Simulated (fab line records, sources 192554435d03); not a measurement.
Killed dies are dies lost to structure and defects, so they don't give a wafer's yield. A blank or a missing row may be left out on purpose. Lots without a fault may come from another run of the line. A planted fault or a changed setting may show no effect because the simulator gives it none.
Which tool did it? | flow n5_finfet | 11 lots, 33 wafers sampled, at 2 steps of a route of 1938

WHAT THE GAUGES READ, wafer by wafer
N5_PASSIVATION_CD_MEAS_10: target cd 3000 nm.
lot  | measured     | on        | cd_nm (nm)
L898 | day 11 18:13 | cd_sem-01 | 3003.5 3001.2 3002.4
L899 | day 12 14:05 | cd_sem-03 | 3001.5 2998.8 3000.1
L906 | day 13 23:09 | cd_sem-03 | 3001.2 3001.6 3000.3
L908 | day 14 01:55 | cd_sem-02 | 3002.3 3005.8 3001.8
L909 | day 14 17:02 | cd_sem-02 | 2998.8 3000.2 2997.5
L911 | day 15 02:28 | cd_sem-01 | 3001.1 2997.4 3000.4
L910 | day 15 04:26 | cd_sem-03 | 3001.1 3002.5 3001.8
L916 | day 16 18:52 | cd_sem-03 | 2999.8 3002.5 2999.2
L918 | day 17 06:55 | cd_sem-03 | 2999.6 3000.2 3000.2
L921 | day 17 19:49 | cd_sem-03 | 3001.2 3002.7 3003.7
L920 | day 17 22:58 | cd_sem-03 | 3001.2 3002.6 3000.6

WHICH TOOL RAN EACH LOT (tool, then ch and the chambers of the sampled wafers, then the start)
lot  | N5_BEOL_M14_PRE_CLEAN_42
L898 | pvd_sputter-01, day 11 00:32
L899 | pvd_sputter-03, day 11 14:33
L906 | pvd_sputter-01, day 13 04:38
L908 | pvd_sputter-02, day 13 08:21
L909 | pvd_sputter-01, day 14 00:31
L911 | pvd_sputter-02, day 14 11:17
L910 | pvd_sputter-02, day 14 14:30
L916 | pvd_sputter-02, day 15 22:58
L918 | pvd_sputter-02, day 16 06:45
L921 | pvd_sputter-03, day 17 02:53
L920 | pvd_sputter-03, day 17 08:39
- N5_BEOL_M14_PRE_CLEAN_42: time 30 s.

THE ANSWER, worked out from the rows above alone
Rule: what is usual is taken from the lots themselves. Put in order of their means at a reading, lots are off if they are a third of the lots or fewer, leave a main group of 4 or more, and stand apart from it by a gap of 3 or more times the standard deviation of the main group's means; of several such gaps the widest counts. A main group whose means are all the same, to the digits that the tables above print for the reading, isn't used. A lot without any number at a reading at which 4 lots or more have one is off too. The other lots that the step has rows for count as sound.
No lot is off at any reading shown: from this, nothing can be told.

WHAT THE SIMULATOR HAD PUT IN
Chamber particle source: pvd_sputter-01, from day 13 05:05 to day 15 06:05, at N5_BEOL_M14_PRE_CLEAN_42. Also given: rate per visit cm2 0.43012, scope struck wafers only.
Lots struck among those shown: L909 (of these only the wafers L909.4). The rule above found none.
